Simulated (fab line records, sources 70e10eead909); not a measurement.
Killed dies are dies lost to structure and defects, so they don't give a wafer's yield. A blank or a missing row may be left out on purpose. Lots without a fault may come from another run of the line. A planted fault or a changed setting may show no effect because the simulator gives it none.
fab line records | flow nand_harc
record lots=6 wafers=18 last_day=24
route steps=1159 shown A_STAIRCASE@549 END@1159
lots that met no fault: from a run of the same line without faults
start_h: hours from the record's first day to the start of the lot's first wafer shown | wait_h: hours since the lot's step before | " the same as in the row above | L1.1+2: a row that stands for several wafers | - no value, or no start given | * or withheld: withheld | < > ~ a bound
route shown NAME@n: a module of which the file shows steps, and the number in the route of the first | usual: mean/standard deviation of fault-free wafers | same: alike in all rows | chamber/n: place in a boat | sites: the reading at each site | _std_site: their standard deviation | _edge_site: outer sites' mean less inner sites' | radius_mm: how far each site lies from the wafer's centre | mask NAME#n: copy n | behind: the tool/chamber that last shaped the wafer | hold: why the lot was held/for how many hours/how that ended | device: the transistor (n, p or np) that didn't switch | end of line: the same wafers' tests at the end of the route | a step without rows: its recipe alone | killed: dies lost to structure and defects at the first sort, not the wafer's yield | map: a wafer's dies, x killed, . not, _ none there
set.NAME: the setting as run; set.NAME@STEP: as run at that earlier step | model.NAME: the simulator's own value behind a step, which no gauge read
lots at some steps of the route; a table a step, a row a wafer
services: from which hour (start_h, from the record's first day; less than 0 if before it) a tool's chamber was out of use, for how many hours, and why
## steps
# step NHARC_A_STAIRCASE_ETCH_13
# recipe target_depth_a=1000 time_s=40.5 ion_energy_ev=400 c4f8_flow_sccm=20 o2_flow_sccm=10 ar_flow_sccm=withheld rf_w=600 bias_w=1000 chemistry=C4F8/O2
# step NHARC_A_STAIRCASE_TRIM_14
# recipe time_s=211.2 o2_flow_sccm=500 ar_flow_sccm=0 bias_w=0 chemistry=O2
# usual drypump_motor_current_A=6.1/0.36 oes_product_au=0.998/0.01 rf_vpp_V=57.9/0.95 showerhead_plenum_p_Torr=3.55/0.14 throttle_valve_pct=17.036/0.009
# same time_s=211.2
# columns lot.wafer tool chamber start_h wait_h drypump_motor_current_A oes_product_au rf_hours_counter_h rf_vpp_V showerhead_plenum_p_Torr throttle_valve_pct
L592.2 rie_diel-07 0 - - 6.3 0.997 6 58.6 3.69 17.025
L592.5 " 3 " " 5.5 0.997 - 59.3 3.69 17.040
L592.6 " 0 " " 6.3 1.008 - 57.8 3.69 17.034
L597.6 rie_diel-06 1 - - 6.2 0.994 - 58.8 3.51 17.036
L597.4 " 3 " " 5.7 1.012 - 58.8 3.60 17.041
L597.5 " 0 " " 6.3 1.018 - 55.7 3.36 17.024
L602.4 rie_diel-06 0 - - 6.3 1.017 27 56.9 3.36 17.026
L602.2 " 2 " " 6.4 0.992 22 58.1 3.59 17.040
L602.5 " 1 " " 6.3 1.001 - 57.3 3.50 17.042
L603.1 rie_diel-07 3 - - 5.5 0.975 31 57.9 3.68 17.033
L603.4 " 0 " " 6.3 1.002 33 59.4 3.67 17.039
L603.2 " 1 " " 5.4 1.004 27 56.5 3.49 17.033
L604.4 rie_diel-07 1 - - 5.5 0.997 29 58.5 3.49 17.022
L604.2 " 2 " " 6.0 1.000 33 58.0 3.75 17.033
L604.5 " 3 " " 5.5 0.987 - 57.3 3.67 17.043
L608.2 rie_diel-02 2 - - 6.3 0.992 8 57.2 3.59 17.045
L608.6 " 1 " " 6.7 1.016 - 58.7 3.66 17.051
L608.4 " 2 " " 6.3 0.993 - 57.1 3.59 17.026
# step NHARC_A_STAIRCASE_ETCH_15
# recipe target_depth_a=1000 time_s=40.5 ion_energy_ev=400 c4f8_flow_sccm=20 o2_flow_sccm=10 ar_flow_sccm=withheld rf_w=600 bias_w=1000 chemistry=C4F8/O2
# usual oes_product_au=0.940/0.012 rf_vpp_V=896/5.3
# same time_s=40.5
# columns lot.wafer tool chamber start_h wait_h oes_product_au rf_hours_counter_h rf_vpp_V
L592.2 rie_diel-07 0 - - 0.942 6 902
L592.5 " 2 " " 0.944 - 903
L592.6 " 3 " " 0.925 - 902
L597.6 rie_diel-06 1 - - 0.936 - 895
L597.5 " 3 " " 0.939 - 897
L597.4 " 0 " " 0.944 - 889
L602.4 rie_diel-06 2 - - 0.935 22 898
L602.2 " 3 " " 0.941 27 897
L602.5 " 2 " " 0.930 - 898
L603.1 rie_diel-07 0 - - 0.943 33 902
L603.2 " 1 " " 0.946 27 895
L603.4 " 2 " " 0.935 31 905
L604.2 rie_diel-07 0 - - 0.938 35 901
L604.4 " 1 " " 0.947 29 894
L604.5 " 0 " " 0.944 - 901
L608.2 rie_diel-02 3 - - 0.942 8 905
L608.4 " 3 " " 0.944 - 906
L608.6 " 1 " " 0.957 - 900
# step NHARC_A_STAIRCASE_TRIM_16
# recipe time_s=211.2 o2_flow_sccm=500 ar_flow_sccm=0 bias_w=0 chemistry=O2
# usual drypump_motor_current_A=6.1/0.37 oes_product_au=0.998/0.01 rf_vpp_V=57.7/1.1 showerhead_plenum_p_Torr=3.55/0.14 throttle_valve_pct=17.036/0.01
# same time_s=211.2
# columns lot.wafer tool chamber start_h wait_h drypump_motor_current_A oes_product_au rf_hours_counter_h rf_vpp_V showerhead_plenum_p_Torr throttle_valve_pct
L592.2 rie_diel-07 1 - - 5.4 1.028 6 59.9 3.50 17.019
L592.5 " 2 " " 6.0 1.000 - 58.9 3.77 17.031
L592.6 " 3 " " 5.5 0.989 - 56.5 3.69 17.028
L597.6 rie_diel-06 0 - - 6.4 1.022 - 55.5 3.36 17.034
L597.5 " 1 " " 6.2 1.007 - 57.8 3.51 17.032
L597.4 " 3 " " 5.7 1.006 - 57.1 3.60 17.037
L602.2 rie_diel-06 2 - - 6.5 0.995 22 56.6 3.59 17.036
L602.4 " 1 " " 6.3 1.003 26 58.5 3.50 17.045
L602.5 " 3 " " 5.7 0.989 - 59.0 3.59 17.033
L603.2 rie_diel-07 2 - - 6.0 0.991 31 59.4 3.75 17.046
L603.1 " 3 " " 5.4 0.994 31 58.5 3.67 17.033
L603.4 " 1 " " 5.4 1.018 27 58.0 3.49 17.049
L604.4 rie_diel-07 0 - - 6.3 1.004 35 58.8 3.67 17.037
L604.2 " 1 " " 5.4 1.012 29 58.1 3.49 17.035
L604.5 " 2 " " 6.0 1.000 - 59.6 3.75 17.052
L608.2 rie_diel-02 3 - - 5.9 0.997 8 59.1 3.80 17.042
L608.6 " 1 " " 6.7 1.008 - 56.9 3.66 17.040
L608.4 " 2 " " 6.3 1.001 - 58.1 3.59 17.027
# step NHARC_A_STAIRCASE_ETCH_17
# recipe target_depth_a=1000 time_s=40.5 ion_energy_ev=400 c4f8_flow_sccm=20 o2_flow_sccm=10 ar_flow_sccm=withheld rf_w=600 bias_w=1000 chemistry=C4F8/O2
# step NHARC_A_STAIRCASE_TRIM_18
# recipe time_s=211.2 o2_flow_sccm=500 ar_flow_sccm=0 bias_w=0 chemistry=O2
# usual drypump_motor_current_A=6.1/0.37 oes_product_au=0.998/0.011 rf_vpp_V=57.7/0.96 showerhead_plenum_p_Torr=3.54/0.15 throttle_valve_pct=17.035/0.0088
# same time_s=211.2
# columns lot.wafer tool chamber start_h wait_h drypump_motor_current_A oes_product_au rf_hours_counter_h rf_vpp_V showerhead_plenum_p_Torr throttle_valve_pct
L592.2 rie_diel-07 2 - - 6.0 1.007 5 58.6 3.77 17.033
L592.5 " 3 " " 5.5 0.990 - 59.4 3.69 17.022
L592.6 " 0 " " 6.3 1.005 - 57.4 3.69 17.032
L597.6 rie_diel-06 1 - - 6.2 0.995 - 57.3 3.51 17.039
L597.5 " 3 " " 5.7 1.000 - 58.2 3.60 17.033
L597.4 " 0 " " 6.3 1.013 - 58.1 3.36 17.036
L602.4 rie_diel-06 1 - - 6.2 1.004 26 56.8 3.50 17.024
L602.2 " 3 " " 5.7 0.995 27 57.1 3.59 17.036
L602.5 " 1 " " 6.2 1.009 - 56.7 3.50 17.032
L603.2 rie_diel-07 1 - - 5.4 1.006 28 57.0 3.49 17.040
L603.1 " 2 " " 6.1 0.997 31 57.9 3.75 17.032
L603.4 " 3 " " 5.5 0.987 32 57.5 3.67 17.032
L604.2 rie_diel-07 2 - - 6.0 0.999 33 57.1 3.75 17.041
L604.4 " 1 " " 5.5 1.010 29 57.7 3.49 17.038
L604.5 " 3 " " 5.5 0.987 - 57.7 3.67 17.024
L608.2 rie_diel-02 2 - - 6.3 1.003 8 60.3 3.59 17.027
L608.6 " 3 " " 5.8 1.004 - 58.9 3.80 17.017
L608.4 " 1 " " 6.7 1.023 - 58.5 3.66 17.050
# step NHARC_A_STAIRCASE_ETCH_19
# recipe target_depth_a=1000 time_s=40.5 ion_energy_ev=400 c4f8_flow_sccm=20 o2_flow_sccm=10 ar_flow_sccm=withheld rf_w=600 bias_w=1000 chemistry=C4F8/O2
# step NHARC_A_STAIRCASE_TRIM_20
# recipe time_s=211.2 o2_flow_sccm=500 ar_flow_sccm=0 bias_w=0 chemistry=O2
# step NHARC_A_STAIRCASE_ETCH_21
# recipe target_depth_a=1000 time_s=40.5 ion_energy_ev=400 c4f8_flow_sccm=20 o2_flow_sccm=10 ar_flow_sccm=withheld rf_w=600 bias_w=1000 chemistry=C4F8/O2
# step NHARC_A_STAIRCASE_TRIM_22
# recipe time_s=211.2 o2_flow_sccm=500 ar_flow_sccm=0 bias_w=0 chemistry=O2
# step NHARC_A_STAIRCASE_ETCH_23
# recipe target_depth_a=1000 time_s=40.5 ion_energy_ev=400 c4f8_flow_sccm=20 o2_flow_sccm=10 ar_flow_sccm=withheld rf_w=600 bias_w=1000 chemistry=C4F8/O2
# usual oes_product_au=0.942/0.011 rf_vpp_V=896/4.7
# same time_s=40.5
# columns lot.wafer tool chamber start_h wait_h oes_product_au rf_hours_counter_h rf_vpp_V
L592.2 rie_diel-06 1 - - 0.953 0 895
L592.5 " 0 " " 0.953 - 891
L592.6 " 1 " " 0.953 - 894
L597.5 rie_diel-06 3 - - 0.953 - 899
L597.6 " 0 " " 0.945 - 889
L597.4 " 1 " " 0.944 - 895
L602.2 rie_diel-06 3 - - 0.943 27 900
L602.4 " 0 " " 0.945 27 890
L602.5 " 2 " " 0.952 - 897
L603.4 rie_diel-07 1 - - 0.943 28 895
L603.1 " 2 " " 0.922 32 904
L603.2 " 3 " " 0.925 32 902
L604.4 rie_diel-06 0 - - 0.946 34 889
L604.2 " 3 " " 0.940 33 897
L604.5 " 0 " " 0.950 - 890
L608.2 rie_diel-02 2 - - 0.934 9 899
L608.4 " 1 " " 0.945 - 901
L608.6 " 2 " " 0.933 - 898
# step NHARC_A_STAIRCASE_TRIM_24
# recipe time_s=211.2 o2_flow_sccm=500 ar_flow_sccm=0 bias_w=0 chemistry=O2
# usual drypump_motor_current_A=6.1/0.34 oes_product_au=0.999/0.011 rf_vpp_V=57.8/0.9 showerhead_plenum_p_Torr=3.53/0.13 throttle_valve_pct=17.038/0.0094
# same time_s=211.2
# columns lot.wafer tool chamber start_h wait_h drypump_motor_current_A oes_product_au rf_hours_counter_h rf_vpp_V showerhead_plenum_p_Torr throttle_valve_pct
L592.2 rie_diel-06 3 251.45 - 5.8 0.989 0 56.8 3.61 17.033
L592.5 " 2 " " 6.4 0.981 - 58.8 3.60 17.057
L592.6 " 3 " " 5.7 1.000 - 58.2 3.61 17.041
L597.5 rie_diel-06 0 296.12 - 6.4 1.023 - 58.5 3.36 17.024
L597.6 " 1 " " 6.2 1.020 - 57.8 3.51 17.035
L597.4 " 3 " " 5.7 1.007 - 57.3 3.60 17.034
L602.4 rie_diel-06 2 326.20 - 6.5 1.196 23 57.8 3.59 17.038
L602.2 " 0 " " 6.3 1.012 27 57.4 3.36 17.023
L602.5 " 1 " " 6.2 1.001 - 57.7 3.50 17.028
L603.2 rie_diel-07 2 330.90 - 6.0 1.000 32 58.6 3.75 17.033
L603.1 " 0 " " 6.3 1.012 34 60.3 3.67 17.047
L603.4 " 1 " " 5.5 1.005 28 57.9 3.49 17.020
L604.2 rie_diel-06 3 337.07 - 5.7 1.002 34 58.3 3.59 17.034
L604.4 " 2 " " 6.4 1.171 27 57.5 3.58 17.052
L604.5 " 3 " " 5.7 0.992 - 58.0 3.59 17.036
L608.2 rie_diel-02 2 361.48 - 6.3 0.991 11 57.9 3.59 17.037
L608.4 " 2 " " 6.3 0.994 - 58.3 3.59 17.033
L608.6 " 3 " " 5.9 0.998 - 56.5 3.80 17.051
# step NHARC_A_STAIRCASE_ETCH_25
# recipe target_depth_a=1000 time_s=40.5 ion_energy_ev=400 c4f8_flow_sccm=20 o2_flow_sccm=10 ar_flow_sccm=withheld rf_w=600 bias_w=1000 chemistry=C4F8/O2
# step NHARC_END_SORT_01
# recipe temp_c=25
# usual killed_at_array=26/9 killed_at_other=0.8/1.2 killed_at_periphery=3.2/2.3 killed_dies=30/9.1 killed_open=3.5/2 killed_short=1.8/1.4
# same gross_dies=677
# columns lot.wafer tool chamber start_h wait_h killed_at_array killed_at_other killed_at_periphery killed_dies killed_open killed_short
L602.4 prober-01 0 524.34 3.4 170 0 2 172 2 1
L604.4 prober-01 0 533.28 3.4 91 7 0 98 6 2
# killed by level:class
L602.4 A_STAIRCASE:area_trim=128 A_CHANNEL_HOLE_D1:chamber_film_flake=22 A_SGD_CUT:chamber_film_flake=6 A_CONTACT:chamber_film_flake=5 A_STAIRCASE:chamber_film_flake=3 A_BLC:geometric_particle:open=1 A_M0:geometric_particle:short=1 A_M0:geometric_particle:open=1
L604.4 A_STAIRCASE:area_trim=67 A_SLIT:chamber_film_flake=9 THIN_TSV:chamber_film_flake=7 A_CHANNEL_HOLE_D1:chamber_film_flake=4 A_BLC:geometric_particle:open=3 A_ONON_D1:geometric_particle:open=1 A_CHANNEL_FILL_D1:geometric_particle:short=1 A_CHANNEL_FILL_D1:geometric_particle:open=1
# map L602.4 (x killed, . not)
____________.____________
_________......._________
_______..........._______
______.............______
_____..............._____
____....x............____
____..........xx.....____
___........xx..x......___
___.....x......x....x.___
__..........xxx.x......__
__....x..xx.xxxx.x..x..__
_......xx..x..xx.x....x._
_......xxx.xxxxx........_
_.......x.xx.xxx...x...._
_....x...x.xxx.x..x....._
_...x.x.xx.xxxxx......x._
......x.xxxx.xxxxx.......
......xxxxxxxxxxx.x......
........x.xxxx.x.x.x.x...
......x..x.x.x.xx....x...
.x.....xxxxxx.xxx........
_......x.xxxxxxxx..xxx.._
_.....xxxxxxxxxx.x..x.x._
_........xxxx..x.x......_
_.......x.xx..xxx.x....._
_......xxxxxxx.........._
__.......xx...x........__
__.......xxx.x.........__
___..x..x.x...x.x.x...___
___....x...x..........___
____.......x.........____
____.................____
_____x.............._____
______..........x..______
_______..........._______
_________......._________
____________.____________
# map L604.4 (x killed, . not)
____________.____________
_________......._________
_______..........._______
______.............______
_____..............._____
____........x........____
____.........x.......____
___...................___
___.......xx.x........___
__.......x....x...xx...__
__...x...xxx..xx.x.....__
_........x....x........._
_....x...x.x...xx......._
_......x..x......x......_
_......xxx....x.x....x.._
_....x.x..xxx.x........._
.......x..x.....xxx......
....x....x........x...x..
...........x...x.......x.
.........xxx...x...x.....
.....x...xx...x.xxx......
_..x..x.x..xxxxxx......._
_....x..x....x..x.x....._
_.............xx........_
_x.x...x.....x.........._
_...........xxx........._
__.x...................__
__..........x..........__
___..x................___
___...................___
____..............x..____
____............xx...____
_____..........x..x._____
______............x______
_______.........xx_______
_________.x....x_________
____________.____________
## services
# columns tool chamber start_h hours kind
rie_diel-07 - 228.23 9.0 pm
rie_diel-06 - 241.20 9.0 pm
rie_diel-06 0 241.20 9.0 vent_cycle
rie_diel-06 1 241.20 9.0 vent_cycle
rie_diel-06 2 241.20 9.0 vent_cycle
rie_diel-06 3 241.20 9.0 vent_cycle
rie_diel-06 0 250.20 - clean
rie_diel-06 1 250.20 - clean
rie_diel-06 2 250.20 - clean
rie_diel-06 3 250.20 - clean
rie_diel-06 0 274.70 - clean
rie_diel-06 1 274.70 - clean
rie_diel-06 2 274.70 - clean
rie_diel-06 3 274.70 - clean
rie_diel-07 1 287.55 13.4 repair
rie_diel-06 2 289.33 6.8 repair
rie_diel-06 0 299.23 - clean
rie_diel-06 1 299.23 - clean
rie_diel-06 2 299.23 - clean
rie_diel-06 3 299.23 - clean
rie_diel-02 0 318.79 4.1 repair
rie_diel-06 0 323.73 - clean
rie_diel-02 - 327.76 9.0 pm
rie_diel-06 3 360.12 2.1 repair
## key
first_sign step=NHARC_A_STAIRCASE_TRIM_24 reading=oes_product_au direction=up sigmas=17 usual=0.999 struck=1.184
effect step=NHARC_END_SORT_01 reading=killed_at_array direction=up sigmas=12 usual=26 struck=130
more_kills_born_at NHARC_A_STAIRCASE_TRIM_24@rie_diel-06=195
met_at NHARC_A_STAIRCASE_TRIM_24
struck_wafers L602.4,L604.4
tester_left_out L602,L604
onset_between 296.12 326.20
fault kind=process_parameter_drift tool=rie_diel-06 chamber=- onset_h=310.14 steps=NHARC_A_STAIRCASE_TRIM_24 channel=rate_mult offset=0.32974 shape=step end_h=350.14 scope=struck_wafers_only
# tester_left_out: of these lots the tester's yield and bins aren't shown, on N5 and GAA mostly nor the transistor test; their killed dies are dies lost to structure and defects alone, not to doping, threshold or leakage, so they don't give the yield
